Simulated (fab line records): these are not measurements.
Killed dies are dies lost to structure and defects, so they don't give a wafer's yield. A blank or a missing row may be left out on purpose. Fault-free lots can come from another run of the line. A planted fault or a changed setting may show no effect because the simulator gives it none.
Which tool was responsible? :: flow n5_finfet :: Sampling: 9 lots, 26 wafers, 8 of 1938 route steps

WHAT THE GAUGES SHOWED, per wafer
N5_FIN_SAQP_OCD_MEAS_76.
lot: L201
measured: day 2 20:37
on: ocd-02
trench_depth_nm (nm): 117.1 120.3 116.2

lot: L203
measured: day 3 08:01
on: ocd-01
trench_depth_nm (nm): 118.8 119.3 118.9

lot: L204
measured: day 3 14:17
on: ocd-01
trench_depth_nm (nm): 124.3 121.0 123.4

lot: L208
measured: day 4 14:14
on: ocd-02
trench_depth_nm (nm): 122.3 126.2 122.8

lot: L209
measured: day 4 22:11
on: ocd-02
trench_depth_nm (nm): 125.8 122.7 126.3

lot: L210
measured: day 5 02:42
on: ocd-01
trench_depth_nm (nm): 118.9 119.8 118.2

lot: L212
measured: day 5 14:40
on: ocd-02
trench_depth_nm (nm): 125.3 125.5 124.9

lot: L216
measured: day 6 15:11
on: ocd-02
trench_depth_nm (nm): 125.3 125.3 125.4

lot: L221
measured: day 7 21:29
on: ocd-01
trench_depth_nm (nm): 125.3 117.9

N5_FIN_SAQP_INSPECT_40: inspects for defects (brightfield).
lot: L201
measured: day 2 20:38
on: defect_inspect-01
raw_defect_count: 163 250 181

lot: L203
measured: day 3 08:03
on: defect_inspect-02
raw_defect_count: 134 123 146

lot: L204
measured: day 3 14:19
on: defect_inspect-02
raw_defect_count: 271 186 220

lot: L208
measured: day 4 14:16
on: defect_inspect-01
raw_defect_count: 198 206 234

lot: L209
measured: day 4 22:13
on: defect_inspect-02
raw_defect_count: 215 299 293

lot: L210
measured: day 5 02:46
on: defect_inspect-01
raw_defect_count: 233 361 319

lot: L212
measured: day 5 14:41
on: defect_inspect-01
raw_defect_count: 245 857 202

lot: L216
measured: day 6 15:13
on: defect_inspect-01
raw_defect_count: 184 306 265

lot: L221
measured: day 7 21:31
on: defect_inspect-01
raw_defect_count: 198 218

N5_FIN_CUT_INSPECT_10: inspects for defects (brightfield).
lot: L201
measured: day 2 21:10
on: defect_inspect-02
raw_defect_count: 35 42 34

lot: L203
measured: day 3 08:26
on: defect_inspect-02
raw_defect_count: 20 26 18

lot: L204
measured: day 3 14:50
on: defect_inspect-02
raw_defect_count: 38 36 46

lot: L208
measured: day 4 14:40
on: defect_inspect-01
raw_defect_count: 41 43 36

lot: L209
measured: day 4 22:38
on: defect_inspect-01
raw_defect_count: 45 71 72

lot: L210
measured: day 5 03:09
on: defect_inspect-01
raw_defect_count: 40 54 54

lot: L212
measured: day 5 15:12
on: defect_inspect-02
raw_defect_count: 41 658 34

lot: L216
measured: day 6 15:36
on: defect_inspect-01
raw_defect_count: 39 70 51

lot: L221
measured: day 7 22:02
on: defect_inspect-02
raw_defect_count: 32 28

N5_FIN_CUT_INSPECT_17: inspects for defects (brightfield).
lot: L201
measured: day 2 22:09
on: defect_inspect-01
raw_defect_count: 193 277 188

lot: L203
measured: day 3 09:26
on: defect_inspect-02
raw_defect_count: 142 112 146

lot: L204
measured: day 3 15:56
on: defect_inspect-01
raw_defect_count: 344 234 274

lot: L208
measured: day 4 15:44
on: defect_inspect-02
raw_defect_count: 176 167 185

lot: L209
measured: day 4 23:46
on: defect_inspect-02
raw_defect_count: 201 297 291

lot: L210
measured: day 5 04:06
on: defect_inspect-02
raw_defect_count: 202 323 262

lot: L212
measured: day 5 16:09
on: defect_inspect-02
raw_defect_count: 194 813 164

lot: L216
measured: day 6 16:37
on: defect_inspect-01
raw_defect_count: 180 300 263

lot: L221
measured: day 7 23:03
on: defect_inspect-01
raw_defect_count: 186 206

N5_BEOL_M4_RC_MEAS_101.
lot: L201
measured: day 9 05:10
on: prober-01
DIBL_N (mV/V): 35.7 36.3 37.7
DIBL_P (mV/V): 36.9 38.2 40.2
IOFF_N (nA/um): 0.18 0.17 0.23
IOFF_P (nA/um): 0.19 0.19 0.24
ION_N (uA/um): 677 667 700
ION_P (uA/um): 453 456 467
SS_N (mV/dec): 71.6 71.6 72.0
SS_P (mV/dec): 73.4 73.1 73.6
VT_N (mV): 243 253 244
VT_P (mV): -254 -253 -250

lot: L203
measured: day 9 11:35
on: prober-01
DIBL_N (mV/V): 36.2 39.3 36.2
DIBL_P (mV/V): 37.8 41.7 38.4
IOFF_N (nA/um): 0.16 0.21 0.15
IOFF_P (nA/um): 0.20 0.29 0.20
ION_N (uA/um): 681 692 676
ION_P (uA/um): 464 469 463
SS_N (mV/dec): 72.4 73.0 71.3
SS_P (mV/dec): 72.9 74.6 72.4
VT_N (mV): 250 247 249
VT_P (mV): -251 -248 -251

lot: L204
measured: day 9 13:09
on: prober-02
DIBL_N (mV/V): 38.0 39.4 34.8
DIBL_P (mV/V): 36.7 38.2 32.6
IOFF_N (nA/um): 0.21 0.22 0.13
IOFF_P (nA/um): 0.23 0.24 0.16
ION_N (uA/um): 690 699 684
ION_P (uA/um): 468 469 462
SS_N (mV/dec): 71.7 72.1 71.1
SS_P (mV/dec): 73.6 74.7 72.6
VT_N (mV): 246 249 253
VT_P (mV): -250 -248 -253

lot: L208
measured: day 10 14:43
on: prober-02
DIBL_N (mV/V): 40.1 38.5 42.5
DIBL_P (mV/V): 39.8 38.5 42.6
IOFF_N (nA/um): 0.20 0.19 0.27
IOFF_P (nA/um): 0.30 0.28 0.36
ION_N (uA/um): 671 681 700
ION_P (uA/um): 470 477 479
SS_N (mV/dec): 72.0 71.6 73.1
SS_P (mV/dec): 74.3 73.3 74.9
VT_N (mV): 249 246 244
VT_P (mV): -244 -243 -242

lot: L209
measured: day 10 16:55
on: prober-02
DIBL_N (mV/V): 34.7 41.5 35.7
DIBL_P (mV/V): 34.0 41.0 35.2
IOFF_N (nA/um): 0.14 0.31 0.15
IOFF_P (nA/um): 0.24 0.40 0.25
ION_N (uA/um): 676 701 664
ION_P (uA/um): 480 489 473
SS_N (mV/dec): 70.9 72.6 70.8
SS_P (mV/dec): 73.9 74.7 72.8
VT_N (mV): 251 239 253
VT_P (mV): -245 -237 -245

lot: L210
measured: day 10 22:02
on: prober-01
DIBL_N (mV/V): 36.0 34.0 36.7
DIBL_P (mV/V): 34.8 31.5 34.3
IOFF_N (nA/um): 0.18 0.13 0.18
IOFF_P (nA/um): 0.22 0.17 0.21
ION_N (uA/um): 691 668 687
ION_P (uA/um): 467 462 474
SS_N (mV/dec): 71.4 70.7 71.0
SS_P (mV/dec): 72.5 71.9 72.6
VT_N (mV): 247 255 249
VT_P (mV): -250 -251 -248

lot: L212
measured: day 11 14:02
on: prober-02
DIBL_N (mV/V): 39.4 34.7 35.5
DIBL_P (mV/V): 41.1 32.9 35.6
IOFF_N (nA/um): 0.25 0.14 0.15
IOFF_P (nA/um): 0.29 0.15 0.20
ION_N (uA/um): 703 672 670
ION_P (uA/um): 478 454 461
SS_N (mV/dec): 72.8 71.4 71.3
SS_P (mV/dec): 74.9 72.9 72.9
VT_N (mV): 243 250 250
VT_P (mV): -244 -255 -252

lot: L216
measured: day 12 20:48
on: prober-02
DIBL_N (mV/V): 34.6 30.4 39.2
DIBL_P (mV/V): 34.2 29.0 40.9
IOFF_N (nA/um): 0.13 0.08 0.25
IOFF_P (nA/um): 0.19 0.12 0.31
ION_N (uA/um): 664 636 695
ION_P (uA/um): 457 441 474
SS_N (mV/dec): 70.7 69.9 71.6
SS_P (mV/dec): 73.0 71.5 74.1
VT_N (mV): 252 259 242
VT_P (mV): -251 -257 -244

lot: L221
measured: day 13 11:31
on: prober-02
DIBL_N (mV/V): 36.7 37.7
DIBL_P (mV/V): 37.9 40.2
IOFF_N (nA/um): 0.20 0.22
IOFF_P (nA/um): 0.26 0.31
ION_N (uA/um): 686 701
ION_P (uA/um): 474 487
SS_N (mV/dec): 72.2 72.3
SS_P (mV/dec): 73.6 74.8
VT_N (mV): 243 242
VT_P (mV): -244 -241

WHICH TOOL RAN EACH LOT (tool, then ch and the chambers of the sampled wafers, then the start)
lot: L201
N5_FIN_SAQP_RECESS_71: vapor_etch-02 ch 0,1, day 2 19:23
N5_FIN_SAQP_ETCH_34: rie_diel-05 ch 0,3, day 2 20:11
N5_FIN_SAQP_FIN_ETCH_36: rie_si-03 ch 0,2,3, day 2 20:23

lot: L203
N5_FIN_SAQP_RECESS_71: vapor_etch-01 ch 0,1, day 3 06:24
N5_FIN_SAQP_ETCH_34: rie_diel-05 ch 0,2,3, day 3 07:35
N5_FIN_SAQP_FIN_ETCH_36: rie_si-05 ch 2,3, day 3 07:48

lot: L204
N5_FIN_SAQP_RECESS_71: vapor_etch-01 ch 0,1, day 3 12:56
N5_FIN_SAQP_ETCH_34: rie_diel-06 ch 1,3, day 3 13:51
N5_FIN_SAQP_FIN_ETCH_36: rie_si-06 ch 0,1,2, day 3 14:04

lot: L208
N5_FIN_SAQP_RECESS_71: vapor_etch-01 ch 0,1, day 4 12:52
N5_FIN_SAQP_ETCH_34: rie_diel-06 ch 0,1, day 4 13:49
N5_FIN_SAQP_FIN_ETCH_36: rie_si-06 ch 1,2, day 4 14:01

lot: L209
N5_FIN_SAQP_RECESS_71: vapor_etch-02 ch 0,1, day 4 20:50
N5_FIN_SAQP_ETCH_34: rie_diel-04 ch 2,3, day 4 21:45
N5_FIN_SAQP_FIN_ETCH_36: rie_si-06 ch 0,1,2, day 4 21:58

lot: L210
N5_FIN_SAQP_RECESS_71: vapor_etch-01 ch 0,1, day 5 01:29
N5_FIN_SAQP_ETCH_34: rie_diel-04 ch 1,2,3, day 5 02:16
N5_FIN_SAQP_FIN_ETCH_36: rie_si-03 ch 0,1,2, day 5 02:29

lot: L212
N5_FIN_SAQP_RECESS_71: vapor_etch-01 ch 0,1, day 5 13:26
N5_FIN_SAQP_ETCH_34: rie_diel-04 ch 0,1,2, day 5 14:13
N5_FIN_SAQP_FIN_ETCH_36: rie_si-06 ch 0,3, day 5 14:26

lot: L216
N5_FIN_SAQP_RECESS_71: vapor_etch-02 ch 0,1, day 6 13:44
N5_FIN_SAQP_ETCH_34: rie_diel-06 ch 0,2,3, day 6 14:44
N5_FIN_SAQP_FIN_ETCH_36: rie_si-06 ch 0,2,3, day 6 14:58

lot: L221
N5_FIN_SAQP_RECESS_71: vapor_etch-02 ch 0,1, day 7 20:05
N5_FIN_SAQP_ETCH_34: rie_diel-06 ch 0,3, day 7 21:04
N5_FIN_SAQP_FIN_ETCH_36: rie_si-05 ch 0,3, day 7 21:19
- N5_FIN_SAQP_RECESS_71: chemistry HF/NH3, target SiO2, target depth 3 nm, afs cycles 1, sublimation time 60 s.
- N5_FIN_SAQP_ETCH_34: etches SiO2 in C4F6/O2, target depth 45 nm, time 15 s.
- N5_FIN_SAQP_FIN_ETCH_36: etches the open film in HBr/Cl2/O2, target depth 120 nm, time 50.4 s.

WHAT THE TOOLS THEMSELVES READ (means of the sampled wafers that have a number; where no wafer has one, the mark that the record gives instead)
N5_FIN_SAQP_RECESS_71.
lot: L201
tool: vapor_etch-02
drypump_motor_current_A (A): 6.2

lot: L203
tool: vapor_etch-01
drypump_motor_current_A (A): 5.8

lot: L204
tool: vapor_etch-01
drypump_motor_current_A (A): 5.9

lot: L208
tool: vapor_etch-01
drypump_motor_current_A (A): 5.8

lot: L209
tool: vapor_etch-02
drypump_motor_current_A (A): 5.8

lot: L210
tool: vapor_etch-01
drypump_motor_current_A (A): 6.0

lot: L212
tool: vapor_etch-01
drypump_motor_current_A (A): 5.8

lot: L216
tool: vapor_etch-02
drypump_motor_current_A (A): 6.2

lot: L221
tool: vapor_etch-02
drypump_motor_current_A (A): 6.0

N5_FIN_SAQP_ETCH_34.
lot: L201
tool: rie_diel-05
drypump_motor_current_A (A): 5.3
etch_rf_on_time_s (s): 14.67
oes_product_au (a.u.): 0.62
rf_vpp_V (V): 676
showerhead_plenum_p_Torr (Torr): 2.80
throttle_valve_pct (%): 21.27

lot: L203
tool: rie_diel-05
drypump_motor_current_A (A): 5.5
etch_rf_on_time_s (s): 14.80
oes_product_au (a.u.): 0.69
rf_vpp_V (V): 674
showerhead_plenum_p_Torr (Torr): 2.84
throttle_valve_pct (%): 20.97

lot: L204
tool: rie_diel-06
drypump_motor_current_A (A): 5.5
etch_rf_on_time_s (s): 14.77
oes_product_au (a.u.): 0.70
rf_vpp_V (V): 679
showerhead_plenum_p_Torr (Torr): 2.86
throttle_valve_pct (%): 20.97

lot: L208
tool: rie_diel-06
drypump_motor_current_A (A): 5.7
etch_rf_on_time_s (s): 15.05
oes_product_au (a.u.): 0.61
rf_vpp_V (V): 650
showerhead_plenum_p_Torr (Torr): 2.80
throttle_valve_pct (%): 21.27

lot: L209
tool: rie_diel-04
drypump_motor_current_A (A): 6.0
etch_rf_on_time_s (s): 15.04
oes_product_au (a.u.): 0.65
rf_vpp_V (V): 685
showerhead_plenum_p_Torr (Torr): 2.78
throttle_valve_pct (%): 21.33

lot: L210
tool: rie_diel-04
drypump_motor_current_A (A): 5.9
etch_rf_on_time_s (s): 15.17
oes_product_au (a.u.): 0.62
rf_vpp_V (V): 675
showerhead_plenum_p_Torr (Torr): 2.84
throttle_valve_pct (%): 21.40

lot: L212
tool: rie_diel-04
drypump_motor_current_A (A): 6.1
etch_rf_on_time_s (s): 14.91
oes_product_au (a.u.): 0.62
rf_vpp_V (V): 679
showerhead_plenum_p_Torr (Torr): 2.89
throttle_valve_pct (%): 21.28

lot: L216
tool: rie_diel-06
drypump_motor_current_A (A): 5.7
etch_rf_on_time_s (s): 14.83
oes_product_au (a.u.): 0.67
rf_vpp_V (V): 677
showerhead_plenum_p_Torr (Torr): 2.90
throttle_valve_pct (%): 21.09

lot: L221
tool: rie_diel-06
drypump_motor_current_A (A): 6.1
etch_rf_on_time_s (s): 14.95
oes_product_au (a.u.): 0.64
rf_vpp_V (V): 672
showerhead_plenum_p_Torr (Torr): 2.83
throttle_valve_pct (%): 21.19

N5_FIN_SAQP_FIN_ETCH_36.
lot: L201
tool: rie_si-03
drypump_motor_current_A (A): 5.4
oes_product_au (a.u.): 0.987
throttle_valve_pct (%): 36.1

lot: L203
tool: rie_si-05
drypump_motor_current_A (A): 5.4
oes_product_au (a.u.): 0.984
throttle_valve_pct (%): 35.7

lot: L204
tool: rie_si-06
drypump_motor_current_A (A): 5.8
oes_product_au (a.u.): 1.015
throttle_valve_pct (%): 35.8

lot: L208
tool: rie_si-06
drypump_motor_current_A (A): 5.7
oes_product_au (a.u.): 1.025
throttle_valve_pct (%): 35.7

lot: L209
tool: rie_si-06
drypump_motor_current_A (A): 5.8
oes_product_au (a.u.): 1.025
throttle_valve_pct (%): 35.8

lot: L210
tool: rie_si-03
drypump_motor_current_A (A): 5.7
oes_product_au (a.u.): 0.999
throttle_valve_pct (%): 36.2

lot: L212
tool: rie_si-06
drypump_motor_current_A (A): 5.2
oes_product_au (a.u.): 1.033
throttle_valve_pct (%): 36.1

lot: L216
tool: rie_si-06
drypump_motor_current_A (A): 5.4
oes_product_au (a.u.): 1.027
throttle_valve_pct (%): 35.8

lot: L221
tool: rie_si-05
drypump_motor_current_A (A): 5.7
oes_product_au (a.u.): 0.996
throttle_valve_pct (%): 36.1

THE ANSWER, worked out from the rows above alone
Rule: the usual values come from the lots themselves. The widest of any qualifying gaps counts: lots, ordered by their means at a reading, are off when they make up no more than a third of the lots, leave a main group of 4 or more, and stand apart from it by 3 or more times the standard deviation of that group's means. If all means in a main group match to the digits the tables above print for the reading, that group is not used. A lot without any number at a reading at which 4 lots or more have one is off too. All remaining lots with rows at the step are treated as sound. First the gauges in route order, then the tools' own readings, where a lot's mean is used as printed above. At the first step where some lot is off, the reading lying furthest off is the one used; lots without a number count as furthest.
Off: L212, at N5_FIN_CUT_INSPECT_10 (raw_defect_count). For the main group the mean is 42 and the standard deviation 12.
A tool fits if, at a process step before that reading, it ran every lot that is off, and no sound lot after the first of them. The gauges at N5_FIN_CUT_INSPECT_10 are tried like those tools. 2 tools fit, vapor_etch-01 at N5_FIN_SAQP_RECESS_71 and rie_diel-04 at N5_FIN_SAQP_ETCH_34, so this cannot tell which one it is.

WHAT THE SIMULATOR PUT IN
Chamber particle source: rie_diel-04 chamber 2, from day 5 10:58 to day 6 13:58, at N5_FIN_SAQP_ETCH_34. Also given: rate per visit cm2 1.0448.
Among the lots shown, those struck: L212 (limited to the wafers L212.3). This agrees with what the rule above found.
